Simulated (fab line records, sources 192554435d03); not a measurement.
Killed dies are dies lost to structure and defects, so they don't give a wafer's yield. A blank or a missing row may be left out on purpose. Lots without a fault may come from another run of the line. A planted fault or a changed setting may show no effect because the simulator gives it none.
A struck lot beside a sound one | flow n5_finfet | 15 steps out of a route of 1938
Sound: wafers L812.4, L812.5, L812.6. Struck: wafer L822.5. (L822.2, L822.3 of the same lot were not struck and are left out.) The cause comes at the end.
At each step with rows: each side's tool, then ch and its chambers, then its first start. Under that, the readings that differ: sound wafers | struck wafers | difference of the means | sigmas: that difference in standard deviations of wafers without a fault.
alike: readings whose means differ by less than 2 such deviations, and words and numbers that are the same on both sides. not compared: withheld readings, readings that some wafer has no value for, bounds like >300 that may hide the same value, and numbers for which the record gives no deviation and whose values overlap.
The two part at a step that has a row with sigmas, a row that says differs or no value, or rows on one side only. Numbers that don't overlap but have no deviation are shown without sigmas and don't part them. A reading that every wafer of one side lacks parts them only if that side has two wafers or more.

first, 1 step without rows for these wafers: N5_FIN_CUT_STRIP_31 (strips in N2/H2).
N5_FIN_CUT_STRIP_24: strips in CF4.
  sound on rie_diel-01 ch 0,1,2, day 4 04:15; struck on rie_diel-04 ch 3, day 6 16:44
  reading                     | sound          | struck | difference | sigmas
  drypump_motor_current_A (A) | 5.78 6.36 5.91 | 5.02   | -1.00      | -3
  alike: oes_product_au, rf_vpp_V, showerhead_plenum_p_Torr, throttle_valve_pct
  not compared: rf_hours_counter_h
N5_FIN_CUT_CUT_ETCH_26: etches SiNx in CH3F/O2, target depth 39 nm, time 55.7 s.
  sound on rie_diel-01 ch 0,1,2, day 4 04:17; struck on rie_diel-04 ch 3, day 6 16:46
  reading                     | sound          | struck | difference | sigmas
  drypump_motor_current_A (A) | 5.78 6.37 5.93 | 5.03   | -1.00      | -3
  alike: O2_flow_sccm, bias_w, oes_product_au, rf_vpp_V, showerhead_plenum_p_Torr, throttle_valve_pct
  not compared: rf_hours_counter_h
N5_FIN_CUT_CUT_ETCH_27: etches SiO2 in CHF3/O2, target depth 4 nm, overetch 2 nm, time 4.9 s.
  sound on rie_diel-01 ch 0,1,2, day 4 04:20; struck on rie_diel-04 ch 3, day 6 16:48
  reading                     | sound             | struck | difference | sigmas
  O2_flow_sccm (sccm)         | 5.007 5.014 5.005 | 4.969  | -0.040     | -2
  bias_w (W)                  | 168.5 170.1 169.4 | 171.1  | +1.8       | +3
  drypump_motor_current_A (A) | 5.78 6.32 5.91    | 5.04   | -0.96      | -3
  alike: oes_product_au, rf_vpp_V, showerhead_plenum_p_Torr, throttle_valve_pct
  not compared: rf_hours_counter_h
then, 3 steps without rows for these wafers: N5_FIN_CUT_PRECLEAN_35 (cleans in vHF, time 13.3 s); N5_FIN_CUT_CUT_ETCH_15 (etches Si in HBr/Cl2/O2, target depth 100 nm, bt time 10 s, time 42.4 s); N5_FIN_CUT_CUT_ETCH_28 (etches Si in HBr/Cl2/O2, target depth 6 nm, time 2.4 s).
N5_FIN_CUT_STRIP_22: strips in N2/H2.
  sound on rie_diel-01 ch 0,1,2, day 4 04:37; struck on rie_diel-03 ch 1, day 6 17:04
  reading                     | sound       | struck | difference | sigmas
  drypump_motor_current_A (A) | 5.8 5.9 6.4 | 5.3    | -0.7       | -2
  alike: oes_product_au, rf_vpp_V, showerhead_plenum_p_Torr, throttle_valve_pct
  not compared: rf_hours_counter_h
then, 3 steps without rows for these wafers: N5_FIN_CUT_PRECLEAN_36 (cleans in O3/DIW, time 60 s); N5_FIN_CUT_SRD_32 (time 30 s); N5_FIN_CUT_UV_OZONE_34 (time 120 s).
N5_FIN_CUT_INSPECT_17: inspects for defects (brightfield).
  sound on defect_inspect-02, day 4 04:46; struck on defect_inspect-02, day 6 17:14
  alike: raw_defect_count
N5_STI_FIN_REVEAL_ALD_00: deposits SiO2, target thk 1 nm, pulse time 1 s.
  sound on ald_sin-01 ch 0,2,3, day 4 04:48; struck on ald_sin-04 ch 1, day 6 17:16
  reading                                         | sound | struck | difference | sigmas
  model.SiO2_of_STI_FIN_REVEAL_ALD_00.thk_nm (nm) | 1 1 1 | 0.6    | -0.4       |
  alike: heater_power_w, precursor_pulse_height_rel
N5_STI_FIN_REVEAL_ALD_14: deposits Si3N4, target thk 3 nm.
  sound on ald_sin-01 ch 0,2,3, day 4 04:51; struck on ald_sin-04 ch 1, day 6 17:19
  alike: heater_power_w
-- the record jumps here: 6 days lie between the struck wafers' starts before and after (it left off in module STI_FIN_REVEAL and takes up again in module BEOL_M4, whose first step shown is number 1111 of the route) --
N5_BEOL_M4_RC_MEAS_101:
  sound on prober-01 ch 0, day 10 16:30; struck on prober-01 ch 0, day 12 16:43
  reading        | sound          | struck | difference | sigmas
  DIBL_P (mV/V)  | 34 37 33       | 42     | +7         | +2
  IOFF_N (nA/um) | 0.15 0.18 0.13 | 0.27   | +0.12      | +2
  IOFF_P (nA/um) | 0.18 0.21 0.17 | 0.33   | +0.14      | +3
  ION_N (uA/um)  | 667 664 658    | 698    | +35        | +2
  ION_P (uA/um)  | 454 454 449    | 474    | +22        | +2
  SS_P (mV/dec)  | 72.9 73.5 72.3 | 74.8   | +1.9       | +2
  VT_N (mV)      | 251 250 253    | 241    | -10        | -3
  VT_P (mV)      | -254 -253 -253 | -244   | +9         | +3
  alike: DIBL_N, SS_N

WHERE THEY PART
First at N5_FIN_CUT_STRIP_24; last, within this record, at N5_BEOL_M4_RC_MEAS_101.

WHY: what the simulator had put in
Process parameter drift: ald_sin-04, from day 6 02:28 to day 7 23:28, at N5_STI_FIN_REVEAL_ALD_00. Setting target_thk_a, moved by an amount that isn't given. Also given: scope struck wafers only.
